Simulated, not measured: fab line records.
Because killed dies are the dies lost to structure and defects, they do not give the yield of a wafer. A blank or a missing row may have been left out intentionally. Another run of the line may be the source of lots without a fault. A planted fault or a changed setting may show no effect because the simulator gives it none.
Which tool did it? | flow nand-harc | 14 lots, 42 wafers sampled, at 2 steps of a route of 1159

== WHAT THE GAUGES READ, wafer by wafer ==
NHARC_A_M0_THK_MEAS_24: measures by xrf. Usual: 113.3 nm for thk-nm, sd 1.3.
lot  | measured     | on            | thk-nm (nm)       | flag
L432 | day 17 10:16 | film-metro-02 | 113.1 113.0 113.3 |
L434 | day 17 21:56 | film-metro-01 | 114.8 113.3 113.0 |
L437 | day 17 23:23 | film-metro-02 | 113.3 112.8 114.2 |
L433 | day 18 04:53 | film-metro-02 | 110.7 111.8 112.0 |
L436 | day 18 11:17 | film-metro-01 | 111.7 110.8 113.1 |
L438 | day 19 13:24 | film-metro-02 | 113.9 114.2 113.0 |
L439 | day 19 14:00 | film-metro-02 | 113.6 112.8 114.8 |
L441 | day 19 20:32 | film-metro-01 | 115.5 114.8 112.9 |
L445 | day 21 00:55 | film-metro-02 | 112.8 110.5 112.4 |
L450 | day 21 18:40 | film-metro-01 | 114.7 114.0 113.1 |
L449 | day 21 19:02 | film-metro-01 | 113.8 114.8 112.9 |
L448 | day 22 08:05 | film-metro-02 | 112.3 113.0 113.5 |
L452 | day 22 19:18 | film-metro-02 | 114.1 111.0 110.8 |
L454 | day 23 07:27 | film-metro-01 | 113.7 112.1 111.5 |

== WHICH TOOL RAN EACH LOT (tool, then ch and the chambers of the sampled wafers, then the start) ==
lot  | NHARC_A_M0_PVD_21
L432 | pvd-sputter-01, day 17 10:16 or earlier
L434 | pvd-sputter-02, day 17 21:56 or earlier
L437 | pvd-sputter-03, day 17 23:23 or earlier
L433 | pvd-sputter-02, day 18 04:53 or earlier
L436 | pvd-sputter-02, day 18 11:17 or earlier
L438 | pvd-sputter-03, day 19 13:24 or earlier
L439 | pvd-sputter-01, day 19 14:00 or earlier
L441 | pvd-sputter-02, day 19 20:32 or earlier
L445 | pvd-sputter-02, day 21 00:55 or earlier
L450 | pvd-sputter-03, day 21 18:40 or earlier
L449 | pvd-sputter-01, day 21 19:02 or earlier
L448 | pvd-sputter-01, day 22 08:05 or earlier
L452 | pvd-sputter-02, day 22 19:18 or earlier
L454 | pvd-sputter-03, day 23 07:27 or earlier
- NHARC_A_M0_PVD_21: deposits Cu, target thk 30 nm, time 20.49 s.

== AS READ BY THE TOOLS THEMSELVES (means over the sampled wafers that have a number; for cases with no such wafer, the mark the record gives instead) ==
NHARC_A_M0_PVD_21. Usual: 30.1 % for throttle-valve-pct, sd 1.1.
lot  | tool           | throttle-valve-pct (%) | flag
L432 | pvd-sputter-01 | 29.5                   |
L434 | pvd-sputter-02 | 29.9                   |
L437 | pvd-sputter-03 | 30.2                   |
L433 | pvd-sputter-02 | 29.9                   |
L436 | pvd-sputter-02 | 30.7                   |
L438 | pvd-sputter-03 | 30.6                   |
L439 | pvd-sputter-01 | 28.4                   |
L441 | pvd-sputter-02 | 30.6                   |
L445 | pvd-sputter-02 | 29.9                   |
L450 | pvd-sputter-03 | 29.9                   |
L449 | pvd-sputter-01 | 30.7                   |
L448 | pvd-sputter-01 | 28.5                   |
L452 | pvd-sputter-02 | 29.9                   |
L454 | pvd-sputter-03 | 30.4                   |

== THE ANSWER, worked out from the rows above alone ==
Rule: lot off if the mean of its wafers having a number is beyond 3 standard deviations from the usual mean. A lot without any number at a reading at which 4 lots or more have one is off too. Where the step has rows for the other lots, those lots are counted as sound. Order of review: gauges by route order, followed by the tools' own readings, for which a lot's mean as printed above is used. The first step at which some lot is off is used, and at that step the reading that is off furthest; a lot without a number counts as furthest.
No lot is off on any of the readings shown, so nothing can be concluded from this.

== WHAT WAS PUT IN BY THE SIMULATOR ==
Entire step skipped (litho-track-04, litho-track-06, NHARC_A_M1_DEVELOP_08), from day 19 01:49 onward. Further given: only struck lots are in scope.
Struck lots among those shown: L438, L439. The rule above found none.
